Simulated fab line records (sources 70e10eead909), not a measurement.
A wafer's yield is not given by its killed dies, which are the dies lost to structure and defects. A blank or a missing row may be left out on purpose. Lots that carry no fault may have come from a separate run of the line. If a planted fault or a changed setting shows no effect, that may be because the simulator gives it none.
A lot that was struck, set against a sound lot    flow nand harc    17 steps out of a route of 1159
Sound: these wafers, L944.2, L944.4, L944.6. Struck: wafers L941.2, L941.5. (L941.1 of the same lot was not struck and is left out.) The cause comes at the end.
Per side, at each step with rows, come the tool, then ch with its chambers, and then its first start. Under that, the readings that differ: sound wafers    struck wafers    difference of the means    sigmas: that difference in standard deviations of wafers without a fault.
alike: same words and numbers on both sides, and readings whose means sit less than 2 such deviations apart. not compared: any withheld reading, any reading some wafer has no value for, any bound like >300 that may hide the same value, and any number with overlapping values for which the record gives no deviation.
A row with sigmas, a row that says differs or no value, or rows on one side alone: a step with any of these is where the two part. Numbers that don't overlap but have no deviation are shown without sigmas and don't part them. Lack of a reading on every wafer of one side parts them only where that side has two or more wafers.

NHARC_A_M1_INSPECT_11:
  struck on defect inspect-02, day 19 23:51; sound on defect inspect-02, day 20 08:39
  alike: raw defect count
then, 1 step without rows for these wafers: NHARC_A_M1_DESCUM_14 (chemistry O2, time 3 s).
NHARC_A_M1_ETCH_35: etches the open film in N2/H2, target depth 40 nm, overetch 12 nm, time 43.94 s.
  sound on rie diel-01 ch 0,2, day 20 08:48; struck on rie diel-03 ch 1,2, day 20 00:01
  alike: drypump motor current A, n2 flow sccm, oes product au, rf vpp V, showerhead plenum p Torr, throttle valve pct
  not compared: rf hours counter h
then, 1 step without rows for these wafers: NHARC_A_M1_ETCH_15 (etches the open film in C4F8/Ar, target depth 182.5 nm, time 91.2 s).
NHARC_A_M1_CD_MEAS_16:
  struck on cd sem-03, day 20 00:13; sound on cd sem-02, day 20 09:01
reading     sound              struck       difference  sigmas
cd nm (nm)  118.6 118.8 119.7  120.5 120.4  +1.4        +2
then, 1 step without rows for these wafers: NHARC_A_M1_STRIP_18 (strips in N2/H2).
NHARC_A_M1_ETCH_28: etches the open film in CF4/N2, target depth 30 nm, time 72.99 s.
  sound on rie diel-03 ch 0,1; struck on rie diel-01 ch 1,2
  alike: drypump motor current A, n2 flow sccm, oes product au, rf vpp V, showerhead plenum p Torr, throttle valve pct
  not compared: rf hours counter h
then, 1 step without rows for these wafers: NHARC_A_M1_STRIP_19 (strips in post etch residue remover, time 600 s).
NHARC_A_M1_DEGAS_29: time 60 s.
  struck on pvd sputter-02, day 20 00:56; sound on pvd sputter-02, day 20 09:44
  alike: heater power w
NHARC_A_M1_PRE_CLEAN_30: time 30 s.
  sound on pvd sputter-02; struck on pvd sputter-02
  alike: heater power w
NHARC_A_M1_PVD_20: deposits TaN, target thk 5 nm, time 8.06 s.
  sound on pvd sputter-02; struck on pvd sputter-02
  alike: cathode dc power W, throttle valve pct
then, 1 step without rows for these wafers: NHARC_A_M1_PVD_21 (deposits Cu, target thk 30 nm, time 20.49 s).
NHARC_A_M1_ECD_22: material Cu, target thk 400 nm.
  sound on ecd cu-01 ch 0,1, day 20 10:05; struck on ecd cu-02 ch 0, day 20 01:18
  alike: bath temp c
then, 1 step without rows for these wafers: NHARC_A_M1_ANNEAL_31 (time 90 s).
NHARC_A_M1_CMP_23: polishes, t overpolish 20 s, target thk 154.34 nm.
  sound on cmp-03 ch 0,1,2, day 20 10:53; struck on cmp-03 ch 0,1, day 20 02:01
reading                 sound           struck     difference  sigmas
time to endpoint s (s)  29.2 29.5 27.2  11.4 11.8  -17.0       -9
  alike: motor current A
NHARC_A_M1_THK_MEAS_24: measures by xrf.
  struck on film metro-02, day 20 02:20; sound on film metro-02, day 20 11:08
  alike: thk nm
NHARC_END_SORT_01:
  the record has rows for the struck wafers here (prober-01 ch 0, day 21 13:40) and none for the sound ones

## WHERE THEY PART
Earliest at NHARC_A_M1_CD_MEAS_16; latest, in this record, at NHARC_END_SORT_01.

WHY: the cause the simulator had injected
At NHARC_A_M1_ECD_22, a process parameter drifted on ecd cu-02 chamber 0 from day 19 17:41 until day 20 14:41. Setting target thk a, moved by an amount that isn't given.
